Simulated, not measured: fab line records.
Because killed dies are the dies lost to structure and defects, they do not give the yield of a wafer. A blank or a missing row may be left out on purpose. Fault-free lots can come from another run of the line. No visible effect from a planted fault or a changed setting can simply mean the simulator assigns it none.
fab line records ; flow nandHarc
[record] lots = 10; wafers = 30; lastDay = 33
route steps=1302 shown A_ONON_D2@565 A_CHANNEL_HOLE_D2@580
lots that met no fault: from a run of the same line without faults
startH: hours from the record's first day to the start of the lot's first wafer shown ; waitH: hours elapsed since this lot's preceding step ; " unchanged from the row above ; L1.1+2: a single row standing in for several wafers ; - no value, or no start given ; * or withheld: withheld ; < > ~ a bound
route shown NAME@n: a module of which the file shows steps, and the number in the route of the first ; usual: average and standard deviation across the fault-free wafers ; same: alike in all rows ; chamber/n: place in a boat ; sites: readings site by site ; _std_site: the standard deviation of these ; _edge_site: inner sites' mean taken away from outer sites' mean ; radiusMm: how far each site lies from the wafer's centre ; mask NAME#n: copy n ; behind: the last tool/chamber to shape the wafer ; hold: why the lot was held/for how many hours/how that ended ; device: which transistor (n, p or np) failed to switch ; end of line: tests of these same wafers at the route's end ; step lacking rows: just its recipe ; killed: the dies lost at the first sort to structure and to defects; this is not the yield of the wafer ; map: the dies of a wafer, with x for killed, . for not killed, _ for no die there
set.NAME: the run value of the setting; set.NAME@STEP: its run value at that earlier step ; model.NAME: the simulator's own value behind a step, which no gauge read
steps of the route over a sample of lots; a table a step, a row a wafer
services: a tool's chamber out of use, with start hour (startH, from the record's first day; less than 0 if before it), hours out, and reason
[[steps]]
[step NHARC_A_ONON_D2_THK_MEAS_30]
[recipe] thkMeasGauge = ellipsometry
[usual] thkNm = 997/9.5
lot.wafer;tool;chamber;startH;waitH;thkNm
L735.2;filmMetro-02;-;288.50;-;1007
L735.5;filmMetro-02;-;288.50;-;1009
L735.6;filmMetro-02;-;288.50;-;1007
L737.1;filmMetro-02;-;306.20;-;986
L737.2;filmMetro-02;-;306.20;-;987
L737.6;filmMetro-02;-;306.20;-;986
L739.2;filmMetro-02;-;324.37;-;982
L739.3;filmMetro-02;-;324.37;-;982
L739.6;filmMetro-02;-;324.37;-;981
L744.1;filmMetro-01;-;376.88;-;999
L744.2;filmMetro-01;-;376.88;-;1000
L744.6;filmMetro-01;-;376.88;-;999
L747.1;filmMetro-01;-;402.98;-;995
L747.3;filmMetro-01;-;402.98;-;996
L747.5;filmMetro-01;-;402.98;-;994
L751.1;filmMetro-01;-;436.51;-;998
L751.3;filmMetro-01;-;436.51;-;998
L751.6;filmMetro-01;-;436.51;-;998
L754.3;filmMetro-02;-;473.42;-;1013
L754.5;filmMetro-02;-;473.42;-;1013
L754.6;filmMetro-02;-;473.42;-;1013
L755.1;filmMetro-01;-;493.92;-;995
L755.4;filmMetro-01;-;493.92;-;993
L755.5;filmMetro-01;-;493.92;-;994
L757.1;filmMetro-02;-;494.27;-;1001
L757.3;filmMetro-02;-;494.27;-;1003
L757.5;filmMetro-02;-;494.27;-;1003
L758.1;filmMetro-02;-;509.51;-;1004
L758.3;filmMetro-02;-;509.51;-;1005
L758.6;filmMetro-02;-;509.51;-;1004
[step NHARC_A_CHANNEL_HOLE_D2_PEB_08]
[recipe] pebTempC = 100; pebTimeS = 65
[usual] heaterPowerTotalW = 156.7/0.39; plateTempC = 100.01/0.12
lot.wafer;tool;chamber;startH;waitH;heaterPowerTotalW;plateTempC
L735.2;lithoTrack-01;0;291.65;0.1;156.6;100.16
L735.5;lithoTrack-01;0;291.65;0.1;156.7;100.16
L735.6;lithoTrack-01;0;291.65;0.1;156.9;100.17
L737.1;lithoTrack-06;0;313.78;0.1;157.0;99.96
L737.2;lithoTrack-06;0;313.78;0.1;157.2;100.02
L737.6;lithoTrack-06;0;313.78;0.1;156.0;99.98
L739.2;lithoTrack-06;0;327.67;0.1;156.5;100.11
L739.3;lithoTrack-06;0;327.67;0.1;157.2;99.85
L739.6;lithoTrack-06;0;327.67;0.1;157.0;99.90
L744.1;lithoTrack-06;0;379.99;0.1;159.4;101.44
L744.2;lithoTrack-06;0;379.99;0.1;159.8;101.36
L744.6;lithoTrack-06;0;379.99;0.1;160.4;101.40
L747.1;lithoTrack-06;0;407.27;0.1;160.3;101.64
L747.3;lithoTrack-06;0;407.27;0.1;160.0;101.45
L747.5;lithoTrack-06;0;407.27;0.1;159.5;101.62
L751.1;lithoTrack-01;0;442.53;0.1;157.1;100.23
L751.3;lithoTrack-01;0;442.53;0.1;156.5;99.92
L751.6;lithoTrack-01;0;442.53;0.1;156.2;99.99
L754.3;lithoTrack-01;0;477.08;0.0;157.2;100.05
L754.5;lithoTrack-01;0;477.08;0.0;157.2;100.13
L754.6;lithoTrack-01;0;477.08;0.0;157.1;100.22
L755.1;lithoTrack-06;0;498.79;0.1;157.1;99.85
L755.4;lithoTrack-06;0;498.79;0.1;156.4;99.97
L755.5;lithoTrack-06;0;498.79;0.1;157.1;99.84
L757.1;lithoTrack-01;0;500.67;0.1;156.3;100.07
L757.3;lithoTrack-01;0;500.67;0.1;157.1;100.21
L757.5;lithoTrack-01;0;500.67;0.1;157.0;99.95
L758.1;lithoTrack-04;0;512.82;0.1;156.9;100.16
L758.3;lithoTrack-04;0;512.82;0.1;156.8;100.17
L758.6;lithoTrack-04;0;512.82;0.1;156.8;99.87
[step NHARC_A_CHANNEL_HOLE_D2_CD_MEAS_10]
[recipe] targetCdNm = 100; landingEnergyEv = 500
[usual] cdNm = 100.0/0.57
lot.wafer;tool;chamber;startH;waitH;cdNm
L735.2;cdSem-01;0;291.73;-;100.2
L735.5;cdSem-01;0;291.73;-;100.8
L735.6;cdSem-01;0;291.73;-;100.0
L737.1;cdSem-01;0;313.86;-;100.6
L737.2;cdSem-01;0;313.86;-;100.2
L737.6;cdSem-01;0;313.86;-;100.5
L739.2;cdSem-02;0;327.75;-;100.6
L739.3;cdSem-02;0;327.75;-;100.0
L739.6;cdSem-02;0;327.75;-;100.7
L744.1;cdSem-01;0;380.07;-;103.6
L744.2;cdSem-01;0;380.07;-;104.1
L744.6;cdSem-01;0;380.07;-;103.9
L747.1;cdSem-01;0;407.35;-;104.3
L747.3;cdSem-01;0;407.35;-;105.3
L747.5;cdSem-01;0;407.35;-;104.3
L751.1;cdSem-01;0;442.61;-;100.3
L751.3;cdSem-01;0;442.61;-;100.6
L751.6;cdSem-01;0;442.61;-;100.5
L754.3;cdSem-01;0;477.16;-;99.3
L754.5;cdSem-01;0;477.16;-;100.5
L754.6;cdSem-01;0;477.16;-;99.4
L755.1;cdSem-01;0;498.86;-;101.2
L755.4;cdSem-01;0;498.86;-;100.2
L755.5;cdSem-01;0;498.86;-;100.7
L757.1;cdSem-03;0;500.75;-;99.6
L757.3;cdSem-03;0;500.75;-;100.1
L757.5;cdSem-03;0;500.75;-;100.5
L758.1;cdSem-03;0;512.90;-;99.3
L758.3;cdSem-03;0;512.90;-;99.9
L758.6;cdSem-03;0;512.90;-;99.6
[step NHARC_A_CHANNEL_HOLE_D2_ETCH_21]
[recipe] biasV = 3000; sourceW = withheld; pressureMtorr = 20; timeS = 514.3; arFlowSccm = 375; c4f8FlowSccm = 89.3; o2FlowSccm = 35.7; tempC = -20; targetDepthA = 16000; chemistry = C4F8/O2/Ar
[usual] chamberPressureMTorr = 20.000/0.018; drypumpMotorCurrentA = 5.9/0.48; showerheadPlenumPTorr = 3.60/0.052; throttleValvePct = 32.155/0.01
lot.wafer;tool;chamber;startH;waitH;chamberPressureMTorr;drypumpMotorCurrentA;rfHoursCounterH;showerheadPlenumPTorr;throttleValvePct
L735.2;harEtch-02;1;294.15;0.3;19.999;5.1;356;3.67;32.146
L735.6;harEtch-02;1;294.15;0.3;20.034;5.1;-;3.67;32.151
L735.5;harEtch-02;0;294.15;0.3;20.011;6.4;-;3.65;32.173
L737.1;harEtch-01;1;317.88;0.3;20.023;5.8;161;3.66;32.167
L737.2;harEtch-01;0;317.88;0.3;20.024;6.2;161;3.55;32.147
L737.6;harEtch-01;1;317.88;0.3;20.018;5.8;-;3.66;32.149
L739.2;harEtch-01;0;329.54;0.3;19.979;6.2;169;3.55;32.152
L739.3;harEtch-01;0;329.54;0.3;19.999;6.2;-;3.55;32.164
L739.6;harEtch-01;0;329.54;0.3;20.000;6.2;-;3.55;32.144
L744.1;harEtch-01;1;381.86;0.3;20.013;5.8;207;3.63;32.152
L744.2;harEtch-01;0;381.86;0.3;19.984;6.2;207;3.53;32.148
L744.6;harEtch-01;0;381.86;0.3;19.987;6.3;-;3.53;32.173
L747.1;harEtch-01;0;409.28;0.3;20.023;6.2;230;3.51;32.145
L747.3;harEtch-01;0;409.28;0.3;20.016;6.2;-;3.52;32.166
L747.5;harEtch-01;0;409.28;0.3;20.019;6.2;-;3.51;32.141
L751.1;harEtch-02;1;444.48;0.3;20.003;5.1;27;3.62;32.161
L751.3;harEtch-02;1;444.48;0.3;20.023;5.1;-;3.62;32.146
L751.6;harEtch-02;0;444.48;0.3;19.988;6.4;-;3.62;32.132
L754.3;harEtch-01;1;479.09;0.3;20.031;5.8;-;3.60;32.143
L754.6;harEtch-01;1;479.09;0.3;20.002;5.8;-;3.60;32.158
L754.5;harEtch-01;0;479.09;0.3;19.977;6.2;-;3.49;32.152
L755.1;harEtch-02;0;500.66;0.3;20.013;6.4;58;3.60;32.162
L755.4;harEtch-02;0;500.66;0.3;19.999;6.5;-;3.60;32.171
L755.5;harEtch-02;0;500.66;0.3;19.988;6.5;-;3.60;32.151
L757.1;harEtch-02;0;504.82;0.3;20.017;6.4;62;3.60;32.153
L757.3;harEtch-02;0;504.82;0.3;19.995;6.5;-;3.60;32.155
L757.5;harEtch-02;0;504.82;0.3;19.984;6.4;-;3.60;32.148
L758.1;harEtch-01;1;514.68;0.3;19.986;5.8;283;3.59;32.162
L758.3;harEtch-01;1;514.68;0.3;19.994;5.8;-;3.59;32.175
L758.6;harEtch-01;1;514.68;0.3;19.997;5.8;-;3.59;32.158
[step NHARC_A_CHANNEL_HOLE_D2_ETCH_22]
[recipe] biasV = 3000; sourceW = withheld; pressureMtorr = 20; timeS = 666.7; arFlowSccm = 375; c4f8FlowSccm = 89.3; o2FlowSccm = 35.7; tempC = -20; targetDepthA = 16000; chemistry = C4F8/O2/Ar
[usual] chamberPressureMTorr = 20.001/0.019; drypumpMotorCurrentA = 5.9/0.48; showerheadPlenumPTorr = 3.60/0.052; throttleValvePct = 32.155/0.0089
lot.wafer;tool;chamber;startH;waitH;chamberPressureMTorr;drypumpMotorCurrentA;rfHoursCounterH;showerheadPlenumPTorr;throttleValvePct
L735.2;harEtch-02;1;294.59;0.4;19.999;5.1;357;3.67;32.153
L735.6;harEtch-02;1;294.59;0.4;19.969;5.1;-;3.67;32.151
L735.5;harEtch-02;0;294.59;0.4;20.032;6.4;-;3.65;32.156
L737.1;harEtch-01;1;318.32;0.4;19.994;5.8;161;3.66;32.148
L737.2;harEtch-01;0;318.32;0.4;20.011;6.2;161;3.55;32.148
L737.6;harEtch-01;1;318.32;0.4;20.010;5.8;-;3.66;32.155
L739.2;harEtch-01;0;329.99;0.4;20.006;6.2;169;3.55;32.146
L739.3;harEtch-01;0;329.99;0.4;20.012;6.2;-;3.55;32.148
L739.6;harEtch-01;0;329.99;0.4;20.020;6.2;-;3.55;32.157
L744.1;harEtch-01;1;382.31;0.4;20.006;5.8;207;3.63;32.140
L744.2;harEtch-01;0;382.31;0.4;20.001;6.2;207;3.53;32.149
L744.6;harEtch-01;0;382.31;0.4;20.004;6.2;-;3.53;32.156
L747.1;harEtch-01;0;409.74;0.4;20.008;6.3;231;3.51;32.156
L747.3;harEtch-01;0;409.74;0.4;19.990;6.2;-;3.51;32.142
L747.5;harEtch-01;0;409.74;0.4;19.989;6.2;-;3.51;32.141
L751.1;harEtch-02;1;444.94;0.4;19.995;5.1;27;3.62;32.150
L751.3;harEtch-02;1;444.94;0.4;20.018;5.1;-;3.62;32.155
L751.6;harEtch-02;0;444.94;0.4;20.006;6.4;-;3.62;32.149
L754.3;harEtch-01;1;479.58;0.4;19.986;5.8;-;3.60;32.156
L754.6;harEtch-01;1;479.58;0.4;19.960;5.8;-;3.60;32.149
L754.5;harEtch-01;0;479.58;0.4;19.982;6.2;-;3.49;32.155
L755.1;harEtch-02;0;501.11;0.4;19.996;6.5;58;3.60;32.145
L755.4;harEtch-02;0;501.11;0.4;20.010;6.4;-;3.60;32.158
L755.5;harEtch-02;0;501.11;0.4;20.015;6.4;-;3.60;32.153
L757.1;harEtch-02;0;505.26;0.4;19.998;6.4;62;3.60;32.161
L757.3;harEtch-02;0;505.26;0.4;20.026;6.4;-;3.60;32.160
L757.5;harEtch-02;0;505.26;0.4;19.982;6.4;-;3.60;32.138
L758.1;harEtch-01;1;515.12;0.4;20.002;5.8;284;3.59;32.152
L758.3;harEtch-01;1;515.12;0.4;19.994;5.8;-;3.59;32.158
L758.6;harEtch-01;1;515.12;0.4;19.962;5.8;-;3.59;32.153
[step NHARC_A_CHANNEL_HOLE_D2_CD_MEAS_31]
[usual] cdNm = 90.0/1.3
lot.wafer;tool;chamber;startH;waitH;cdNm
L735.2;cdSem-03;-;299.24;-;92.0
L735.5;cdSem-03;-;299.24;-;92.6
L735.6;cdSem-03;-;299.24;-;91.7
L737.1;cdSem-03;-;323.14;-;90.8
L737.2;cdSem-03;-;323.14;-;89.5
L737.6;cdSem-03;-;323.14;-;89.4
L739.2;cdSem-01;-;334.64;-;90.8
L739.3;cdSem-01;-;334.64;-;91.7
L739.6;cdSem-01;-;334.64;-;92.6
L744.1;cdSem-02;-;386.93;-;91.7
L744.2;cdSem-02;-;386.93;-;92.7
L744.6;cdSem-02;-;386.93;-;92.3
L747.1;cdSem-01;-;414.31;-;94.4
L747.3;cdSem-01;-;414.31;-;94.1
L747.5;cdSem-01;-;414.31;-;94.4
L751.1;cdSem-02;-;449.52;-;91.2
L751.3;cdSem-02;-;449.52;-;92.8
L751.6;cdSem-02;-;449.52;-;90.7
L754.3;cdSem-02;-;484.21;-;89.3
L754.5;cdSem-02;-;484.21;-;90.4
L754.6;cdSem-02;-;484.21;-;87.9
L755.1;cdSem-01;-;505.75;-;89.3
L755.4;cdSem-01;-;505.75;-;89.6
L755.5;cdSem-01;-;505.75;-;91.1
L757.1;cdSem-03;-;509.89;-;90.1
L757.3;cdSem-03;-;509.89;-;89.6
L757.5;cdSem-03;-;509.89;-;89.3
L758.1;cdSem-03;-;519.80;0.1;91.6
L758.3;cdSem-03;-;519.80;0.1;90.3
L758.6;cdSem-03;-;519.80;0.1;90.5
[step NHARC_A_CHANNEL_HOLE_D2_XSEM_32]
[recipe] landingEnergyEv = 35000
[usual] botCdNm = 74.4/1.5; bowNm = 8.59/0.21; tiltDeg = 0.08/0.036
lot.wafer;tool;chamber;startH;waitH;botCdNm;bowNm;tiltDeg
L735.2;xsem-02;0;299.33;0.1;76.8;9.30;0.12
L735.5;xsem-02;0;299.33;0.1;77.5;9.29;0.12
L735.6;xsem-02;0;299.33;0.1;76.8;9.30;0.12
L737.1;xsem-01;0;323.23;0.1;75.5;8.62;0.10
L737.2;xsem-01;0;323.23;0.1;74.7;8.54;0.10
L737.6;xsem-01;0;323.23;0.1;74.4;8.54;0.10
L739.2;xsem-02;0;334.73;0.1;75.6;8.27;0.13
L739.3;xsem-02;0;334.73;0.1;75.8;8.33;0.13
L739.6;xsem-02;0;334.73;0.1;77.0;8.38;0.13
L744.1;xsem-02;0;387.02;0.1;76.4;8.38;0.05
L744.2;xsem-02;0;387.02;0.1;76.7;8.37;0.05
L744.6;xsem-02;0;387.02;0.1;77.1;8.32;0.05
L747.1;xsem-01;0;414.39;0.1;79.9;8.46;0.11
L747.3;xsem-01;0;414.39;0.1;79.4;8.43;0.11
L747.5;xsem-01;0;414.39;0.1;79.9;8.44;0.11
L751.1;xsem-02;0;449.61;0.1;74.0;8.34;0.08
L751.3;xsem-02;0;449.61;0.1;76.6;8.42;0.08
L751.6;xsem-02;0;449.61;0.1;74.1;8.44;0.08
L754.3;xsem-02;0;484.30;0.1;74.0;8.42;0.07
L754.5;xsem-02;0;484.30;0.1;74.3;8.43;0.07
L754.6;xsem-02;0;484.30;0.1;73.0;8.44;0.07
L755.1;xsem-01;0;505.83;0.1;74.1;8.43;0.07
L755.4;xsem-01;0;505.83;0.1;73.5;8.44;0.07
L755.5;xsem-01;0;505.83;0.1;75.5;8.38;0.07
L757.1;xsem-02;0;509.98;0.1;74.9;8.33;0.01
L757.3;xsem-02;0;509.98;0.1;73.7;8.40;0.01
L757.5;xsem-02;0;509.98;0.1;73.7;8.41;0.01
L758.1;xsem-02;0;519.89;0.1;76.7;8.61;0.06
L758.3;xsem-02;0;519.89;0.1;76.2;8.64;0.06
L758.6;xsem-02;0;519.89;0.1;75.6;8.67;0.06
[[services]]
tool;chamber;startH;hours;kind
harEtch-02;0;318.39;-;consumableReplace:focusRing
harEtch-02;0;318.39;17.0;scheduledDown
harEtch-02;0;318.39;17.0;ventCycle
lithoTrack-01;-;330.00;7.0;pm
lithoTrack-06;-;354.00;7.0;pm
xsem-01;-;374.00;14.0;pm
harEtch-02;-;377.00;17.0;pm
harEtch-02;0;377.00;17.0;ventCycle
harEtch-02;1;377.00;17.0;ventCycle
lithoTrack-04;-;378.00;7.0;pm
harEtch-02;0;394.00;-;clean
harEtch-02;1;394.00;-;clean
harEtch-02;1;394.00;-;consumableReplace:esc
harEtch-02;1;394.00;-;consumableReplace:focusRing
harEtch-01;-;414.29;0.2;repair
lithoTrack-01;-;505.00;7.0;pm
[[key]]
[firstSign] step = NHARC_A_CHANNEL_HOLE_D2_PEB_08; reading = plateTempC; direction = up; sigmas = 12; usual = *; struck = *
[effect] step = NHARC_A_CHANNEL_HOLE_D2_PEB_08; reading = heaterPowerTotalW; direction = up; sigmas = 8.3; usual = *; struck = *
[effect] step = NHARC_A_CHANNEL_HOLE_D2_CD_MEAS_10; reading = cdNm; direction = up; sigmas = 7.4; usual = 100.0; struck = 104.3
[effect] step = NHARC_A_CHANNEL_HOLE_D2_CD_MEAS_31; reading = cdNm; direction = up; sigmas = 2.6; usual = 90.0; struck = 93.3
[effect] step = NHARC_A_CHANNEL_HOLE_D2_XSEM_32; reading = botCdNm; direction = up; sigmas = 2.6; usual = 74.4; struck = 78.2
metAt NHARC_A_CHANNEL_HOLE_D2_PEB_08
struckLots L744,L747
testerLeftOut L744,L747
notActingAt NHARC_A_ONON_D2_THK_MEAS_30,NHARC_A_CHANNEL_HOLE_D2_ETCH_21,NHARC_A_CHANNEL_HOLE_D2_ETCH_22
onsetBetween 327.67 379.99
[fault] kind = processParameterDrift; tool = lithoTrack-06; chamber = -; onsetH = 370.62; steps = NHARC_A_CHANNEL_HOLE_D2_PEB_08; channel = pebTempC; offset = *; shape = step; endH = 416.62; actsIn = *; stated = *
// testerLeftOut: of these lots the tester's yield and bins aren't shown, on N5 and GAA mostly nor the transistor test; their killed dies are dies lost to structure and defects alone, not to doping, threshold or leakage, so they don't give the yield
